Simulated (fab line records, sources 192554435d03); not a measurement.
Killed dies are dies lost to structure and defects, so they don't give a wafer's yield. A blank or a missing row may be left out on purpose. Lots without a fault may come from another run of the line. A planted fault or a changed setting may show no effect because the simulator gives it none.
Problem report in the 8D (eight disciplines) form, filled by code | flow n5_finfet | the parts of the form that need people (team, actions taken, sign-off) are left out
Where a reading is given only as a bound, like >300, the bound stands for it, and a mean or a difference that rests on one is marked > or <: the true number lies beyond.

1. THE PROBLEM
raw_defect_count at N5_SD_EPI_N_INSPECT_26 reads a mean of 720 on 6 wafers of 2 lots; wafers without a fault read 216 with a standard deviation of 39. That is +13 standard deviations from the usual mean.
The step: inspects for defects (darkfield).
First seen on wafer L347.1, day 4 13:11, on defect_inspect-01. The record holds 26 wafers of 9 lots with a number at this step. Rule for "out", or "out of limits": more than 4 standard deviations from the usual mean. The other wafers with a number count as sound.

2. WHAT IT IS AND WHAT IT IS NOT
question                    | is                                   | is not
which readings at this step | raw_defect_count                     | -
which lots                  | L347, L351                           | L343, L344, L345, L346, L352, L356, L360
which wafers of those lots  | all that have a number               | -
read on which gauges        | defect_inspect-01, defect_inspect-02 | -
when                        | from day 4 13:11                     | up to then (11 sound wafers); but 9 sound wafers of L352, L356, L360 came after

3. SUSPECTS, AND WHAT RULES EACH OUT
Counting: a tool at a process step up to the reading stays a suspect if it ran every lot that is out and no sound lot after the first of them.
- the gauge at N5_SD_EPI_N_INSPECT_26: ruled out. The wafers that are out were read on 2 gauges (defect_inspect-01, defect_inspect-02).
- epi_rpcvd-01 at N5_SD_EPI_N_VAPOR_ETCH_50 (etches Si in HCl, time 54 s): kept. It ran every lot that is out, first L347 (day 4 10:43), and no sound lot after that; its last sound lot up to then is L345 (day 4 02:31).
Left after counting: epi_rpcvd-01 at N5_SD_EPI_N_VAPOR_ETCH_50.

4. THE CAUSE (what the simulator had put in)
Chamber particle source: epi_rpcvd-01, from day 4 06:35 on, at N5_SD_EPI_N_VAPOR_ETCH_50. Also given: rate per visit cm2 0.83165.
Counting left only this tool.

5. THE CHAIN OF EFFECTS, in route order
Each row: a reading whose mean over the struck wafers that have a number lies more than 3 standard deviations from the usual. Only readings for which the record gives a usual standard deviation are gone through. hours: the time from each lot's start at the first step in this table that gives one to its start at this step, as a median over the lots. sigmas: the change in usual standard deviations.
hours | step                        | reading              | usual  | on struck wafers | change | sigmas
0     | N5_SD_EPI_N_INSPECT_26      | raw_defect_count     | 216    | 720              | +504   | +13
0     | N5_SD_EPI_P_INSPECT_11      | raw_defect_count     | 2.0    | >300             | >+298  | +99 or more
4     | N5_SD_EPI_P_INSPECT_26      | raw_defect_count     | 182    | 712              | +530   | +15
5     | N5_SD_ACTIVATION_INSPECT_02 | raw_defect_count     | 183    | 702              | +518   | +15
247   | N5_PASSIVATION_PROBE_49     | defect_limited_yield | 91.6 % | 82.5             | -9.1   | -6.5
247   | N5_PASSIVATION_PROBE_49     | killed_at_front_end  | 36     | 150              | +114   | +9.5
247   | N5_PASSIVATION_PROBE_49     | killed_dies          | 99     | 207              | +108   | +6.7
247   | N5_PASSIVATION_PROBE_49     | sort_bin_5_function  | 4.9 %  | 11.3             | +6.4   | +7.2
247   | N5_PASSIVATION_PROBE_49     | sort_n_pass          | 1081   | 973              | -108   | -6.3
247   | N5_PASSIVATION_PROBE_49     | sort_yield_pct       | 91.6 % | 82.5             | -9.1   | -6.5
The process steps in it:
- N5_PASSIVATION_PROBE_49

6. WHAT WOULD HAVE CAUGHT IT SOONER
In this record the first reading out of limits at a measuring or inspecting step was taken at day 4 13:11, 7 hours after the fault began at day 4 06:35.
Of the tool readings at N5_SD_EPI_N_VAPOR_ETCH_50 for which the record gives a usual standard deviation, none was out on any struck wafer, so an alarm limit of 4 standard deviations on them would not have fired.
Of the lots that are out (2), L351 began N5_SD_EPI_N_VAPOR_ETCH_50 on epi_rpcvd-01 after day 4 13:11. A hold on the tool at that time would have spared it.
